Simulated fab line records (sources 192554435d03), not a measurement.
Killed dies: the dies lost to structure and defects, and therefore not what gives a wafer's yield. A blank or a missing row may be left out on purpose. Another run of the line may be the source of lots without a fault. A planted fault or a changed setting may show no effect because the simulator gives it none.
fab line records	flow n5_finfet	part 2 of 2: steps 5 to 6 of 6
[record] lots = 21	wafers = 63	last_day = 18
route steps=1938 shown BEOL_M7@1301 BEOL_M8@1371
lots with no fault: from the same line, run without faults
start_h: hours from the record's first day to the start of the lot's first wafer shown	wait_h: hours since the lot's step before	" the same as in the row above	L1.1+2: a row that stands for several wafers	- no value present, or no start provided	* or withheld: withheld	< > ~ a bound
route shown NAME@n: a module of which the file shows steps, and the number in the route of the first	usual: mean/standard deviation of fault-free wafers	same: alike in all rows	chamber/n: place in a boat	sites: the reading at each site	_std_site: the standard deviation of these	_edge_site: outer sites' mean less inner sites'	radius_mm: how far each site lies from the wafer's centre	mask NAME#n: copy n	behind: the tool/chamber that last shaped the wafer	hold: reason for holding the lot/hours on hold/outcome of the hold	device: the n, p or np transistor that did not switch	end of line: the route-end tests of the same wafers	for a step that has no rows: nothing shown but its recipe	killed: dies lost to structure and defects at the first sort, not the wafer's yield	map: a wafer's dies, x killed, . not, _ none there
set.NAME: the setting the step ran with; set.NAME@STEP: the setting that earlier step ran with	model.NAME: the simulator's own value behind a step, which no gauge read
route steps across a sampled set of lots; one table per step, one row per wafer
services: when a tool's chamber went out of use (start_h, in hours from the record's first day, below 0 if earlier), for how many hours, and the reason
[[steps]]
[step N5_BEOL_M8_STRIP_36]
[recipe] chemistry = N2/H2	power_w = 450	temp_c = 40	pressure_mtorr = 20	rf_frequency_hz = 6e+07	overash_fraction = 0.3	bias_power_w = 7	h2_frac = 0.5	n2_flow_sccm = 200	h2_flow_sccm = 200
[usual] drypump_motor_current_A = 5.8/0.36	oes_product_au = 0.82/0.087	rf_vpp_V = 59.2/1.5	showerhead_plenum_p_Torr = 2.56/0.13	temp_c = 39.97/0.11	throttle_valve_pct = 23.7/0.31
lot.wafer	tool	chamber	start_h	wait_h	drypump_motor_current_A	oes_product_au	rf_hours_counter_h	rf_vpp_V	showerhead_plenum_p_Torr	temp_c	throttle_valve_pct
L074.3	rie_diel-06	0	204.37	0.0	5.8	0.81	115	57.7	2.45	39.89	23.5
L074.4	"	2	"	"	6.3	0.97	12	59.8	2.49	39.98	23.5
L074.5	"	0	"	"	5.8	0.80	-	58.9	2.45	39.90	23.5
L075.1	rie_diel-03	0	224.57	0.0	5.6	0.68	246	59.0	2.50	39.83	23.5
L075.2	"	3	"	"	6.1	0.76	126	60.5	2.66	39.92	23.7
L075.5	"	0	"	"	5.6	0.68	-	58.6	2.50	39.94	23.5
L076.2	rie_diel-05	1	228.96	0.0	5.9	0.68	213	57.6	2.41	39.95	23.3
L076.3	"	2	"	"	5.4	0.92	18	60.0	2.70	39.98	23.4
L076.4	"	3	"	"	5.8	0.96	8	57.8	2.71	39.97	23.2
L077.1	rie_diel-06	0	235.77	0.0	5.8	0.79	125	57.3	2.44	40.01	23.5
L077.3	"	3	"	"	6.4	0.88	36	58.8	2.49	40.03	23.6
L077.4	"	1	"	"	5.4	0.86	58	58.4	2.69	40.18	23.8
L079.2	rie_diel-03	1	252.95	0.0	5.9	0.89	39	61.5	2.59	39.87	24.1
L079.4	"	2	"	"	6.1	0.73	199	59.7	2.32	40.02	23.9
L079.6	"	2	"	"	6.2	0.72	-	59.2	2.32	39.98	23.9
L081.1	rie_diel-03	2	263.31	0.0	6.2	0.71	204	59.5	2.32	39.92	23.9
L081.3	"	1	"	"	5.9	0.88	44	59.3	2.59	39.95	24.0
L081.6	"	3	"	"	6.2	0.75	-	60.1	2.65	40.11	23.8
L083.1	rie_diel-03	3	264.16	0.0	6.2	0.75	141	59.6	2.65	39.81	23.8
L083.3	"	2	"	"	6.2	0.72	204	57.8	2.32	39.99	23.9
L083.4	"	2	"	"	6.1	0.73	-	58.5	2.32	39.90	23.9
L084.1	rie_diel-06	1	270.60	0.0	5.4	0.85	70	58.1	2.68	39.80	23.8
L084.3	"	2	"	"	6.3	0.92	36	60.5	2.48	40.17	23.5
L084.6	"	2	"	"	6.3	0.92	-	59.4	2.49	39.96	23.5
L085.3	rie_diel-05	2	281.40	0.0	5.4	0.90	39	60.0	2.69	40.14	23.4
L085.4	"	3	"	"	5.8	0.90	-	62.0	2.70	39.86	23.2
L085.5	"	2	"	"	5.4	0.89	-	60.5	2.69	40.00	23.4
L086.4	rie_diel-03	3	281.57	0.0	6.2	0.75	150	58.6	2.65	40.07	23.8
L086.5	"	3	"	"	6.2	0.74	-	57.5	2.65	39.92	23.8
L086.6	"	0	"	"	5.6	1.00	-	58.4	2.49	40.04	23.1
L088.2	rie_diel-06	0	303.44	0.0	5.8	0.78	150	59.5	2.43	40.00	23.6
L088.4	"	1	"	"	5.4	0.83	83	59.7	2.67	39.86	23.8
L088.5	"	3	"	"	6.5	0.83	-	58.2	2.48	39.98	23.6
L087.1	rie_diel-06	1	311.97	0.0	5.4	0.83	85	61.4	2.68	39.87	23.8
L087.2	"	0	"	"	5.8	0.78	152	61.8	2.43	39.91	23.5
L087.5	"	1	"	"	5.3	0.83	-	59.2	2.67	39.90	23.8
L089.1	rie_diel-03	2	314.79	0.0	6.1	0.72	219	58.0	2.31	40.16	23.9
L089.5	"	2	"	"	6.2	0.71	-	61.4	2.31	39.95	23.9
L089.6	"	3	"	"	6.1	0.74	-	61.1	2.65	40.05	23.8
L090.1	rie_diel-05	0	317.95	0.0	5.3	0.96	12	62.1	2.71	39.97	23.9
L090.2	"	2	"	"	5.4	0.87	53	62.3	2.69	39.87	23.5
L090.5	"	2	"	"	5.4	0.85	-	57.7	2.68	39.90	23.5
L091.2	rie_diel-03	1	318.00	0.0	6.0	0.85	66	59.6	2.58	40.10	24.1
L091.3	"	3	"	"	6.2	0.73	158	59.0	2.64	40.11	23.8
L091.6	"	1	"	"	5.9	0.87	-	60.1	2.58	40.11	24.1
L092.1	rie_diel-05	0	337.90	0.0	5.3	0.93	19	58.5	2.70	39.84	23.9
L092.3	"	3	"	"	5.8	0.88	50	58.3	2.69	40.10	23.2
L092.4	"	0	"	"	5.3	0.94	-	57.4	2.71	39.92	23.9
L095.2	rie_diel-05	2	346.11	0.0	5.4	0.84	65	60.8	2.68	39.93	23.5
L095.3	"	0	"	"	5.3	0.93	23	56.9	2.70	39.70	23.9
L095.5	"	0	"	"	5.3	0.94	-	58.8	2.70	39.90	23.9
L093.3	rie_diel-06	3	346.47	0.0	6.5	0.83	71	60.1	2.48	39.86	23.6
L093.5	"	1	"	"	5.4	0.81	-	59.7	2.67	39.99	23.8
L093.6	"	2	"	"	6.3	0.87	-	58.8	2.48	39.95	23.6
L094.1	rie_diel-03	3	346.62	0.0	6.2	0.72	167	60.6	2.64	40.00	23.8
L094.2	"	0	"	"	5.6	0.93	25	59.6	2.48	40.27	23.1
L094.6	"	1	"	"	5.9	0.84	-	59.7	2.58	39.85	24.1
L096.1	rie_diel-05	3	348.48	0.0	5.8	0.87	54	60.6	2.69	40.06	23.2
L096.2	"	2	"	"	5.4	0.86	66	59.3	2.68	39.94	23.5
L096.4	"	3	"	"	5.8	0.87	-	58.6	2.69	40.08	23.2
L097.1	rie_diel-05	2	374.13	0.0	5.4	0.84	75	60.1	2.68	40.06	23.5
L097.4	"	1	"	"	6.0	0.95	10	59.9	2.71	40.01	23.0
L097.6	"	1	"	"	6.0	0.97	-	60.0	2.71	39.86	23.0
[step N5_BEOL_M8_CURE_75]
[recipe] temp_c = 370	time_s = 120	ambient = DMADMS/He	material = SiCOH_lowk
[usual] lamp_power_pct = 52.31/0.052	wafer_temp_C_max = 371.5/0.56
lot.wafer	tool	chamber	start_h	wait_h	lamp_power_pct	wafer_temp_C_max
L074.3	uv_cure-02	2	204.86	0.1	52.17	370.9
L074.4	"	2	"	"	52.41	370.7
L074.5	"	2	"	"	52.31	371.0
L075.1	uv_cure-01	0	224.97	0.0	52.33	371.2
L075.2	"	0	"	"	52.30	371.5
L075.5	"	0	"	"	52.28	371.8
L076.2	uv_cure-01	2	229.45	0.1	52.36	371.2
L076.3	"	2	"	"	52.21	371.5
L076.4	"	2	"	"	52.37	372.2
L077.1	uv_cure-02	0	236.16	0.0	52.39	371.3
L077.3	"	0	"	"	52.33	371.5
L077.4	"	0	"	"	52.29	371.1
L079.2	uv_cure-03	1	253.39	0.1	52.29	373.0
L079.4	"	1	"	"	52.31	373.5
L079.6	"	1	"	"	52.26	373.2
L081.1	uv_cure-03	2	263.71	0.0	52.29	372.3
L081.3	"	2	"	"	52.32	371.1
L081.6	"	2	"	"	52.32	371.8
L083.1	uv_cure-01	2	264.55	0.0	52.35	371.2
L083.3	"	2	"	"	52.34	371.8
L083.4	"	2	"	"	52.29	371.0
L084.1	uv_cure-02	1	271.12	0.2	52.28	371.8
L084.3	"	1	"	"	52.30	372.1
L084.6	"	1	"	"	52.36	371.9
L085.3	uv_cure-02	0	282.09	0.3	52.23	371.0
L085.4	"	0	"	"	52.33	371.3
L085.5	"	0	"	"	52.22	370.7
L086.4	uv_cure-03	2	282.39	0.5	52.35	371.0
L086.5	"	2	"	"	52.38	370.6
L086.6	"	2	"	"	52.30	370.7
L088.2	uv_cure-02	2	303.88	0.1	52.30	371.8
L088.4	"	2	"	"	52.33	371.2
L088.5	"	2	"	"	52.35	371.3
L087.1	uv_cure-01	0	312.37	0.0	52.22	371.3
L087.2	"	0	"	"	52.25	371.9
L087.5	"	0	"	"	52.35	371.3
L089.1	uv_cure-02	2	315.18	0.0	52.30	370.8
L089.5	"	2	"	"	52.49	370.6
L089.6	"	2	"	"	52.29	371.4
L090.1	uv_cure-02	2	318.34	0.0	52.30	370.9
L090.2	"	2	"	"	52.29	371.2
L090.5	"	2	"	"	52.33	371.4
L091.2	uv_cure-01	1	318.45	0.1	52.25	371.1
L091.3	"	1	"	"	52.29	371.7
L091.6	"	1	"	"	52.32	371.1
L092.1	uv_cure-02	1	338.39	0.0	52.30	371.4
L092.3	"	1	"	"	52.31	371.6
L092.4	"	1	"	"	52.25	371.2
L095.2	uv_cure-01	0	346.55	0.1	52.31	371.9
L095.3	"	0	"	"	52.15	371.4
L095.5	"	0	"	"	52.37	372.2
L093.3	uv_cure-03	0	346.96	0.1	52.25	371.8
L093.5	"	0	"	"	52.40	372.5
L093.6	"	0	"	"	52.31	372.1
L094.1	uv_cure-02	2	347.01	0.0	52.26	371.2
L094.2	"	2	"	"	52.28	371.5
L094.6	"	2	"	"	52.34	371.2
L096.1	uv_cure-01	1	348.88	0.0	52.37	371.1
L096.2	"	1	"	"	52.33	371.5
L096.4	"	1	"	"	52.34	371.3
L097.1	uv_cure-02	2	374.53	0.0	52.30	371.1
L097.4	"	2	"	"	52.45	371.7
L097.6	"	2	"	"	52.29	371.2
[[services]]
tool	chamber	start_h	hours	kind
rie_diel-05	2	178.77	4.2	repair
rie_diel-05	3	182.95	-	clean
rie_diel-05	3	182.95	-	consumable_replace:focus_ring
rie_diel-05	3	182.95	-	consumable_replace:showerhead
rie_diel-01	-	196.89	8.3	repair
uv_cure-03	-	197.38	7.5	repair
uv_cure-01	-	205.80	1.4	repair
uv_cure-03	-	223.88	1.0	pm
uv_cure-01	-	232.42	2.1	pm
rie_diel-06	3	240.11	5.5	repair
rie_diel-03	0	255.88	1.4	repair
rie_diel-03	0	257.35	-	clean
rie_diel-03	0	257.35	-	consumable_replace:focus_ring
rie_diel-03	0	257.35	21.2	scheduled_down
rie_diel-03	0	257.35	21.2	vent_cycle
rie_diel-01	2	258.46	12.2	repair
rie_diel-05	-	259.04	0.4	repair
uv_cure-03	-	259.79	2.1	pm
rie_diel-03	2	267.03	4.8	repair
rie_diel-03	3	284.01	8.3	repair
uv_cure-02	-	304.13	7.5	pm
uv_cure-03	-	306.34	6.0	pm
rie_diel-01	1	323.28	2.4	repair
rie_diel-06	0	342.72	16.7	repair
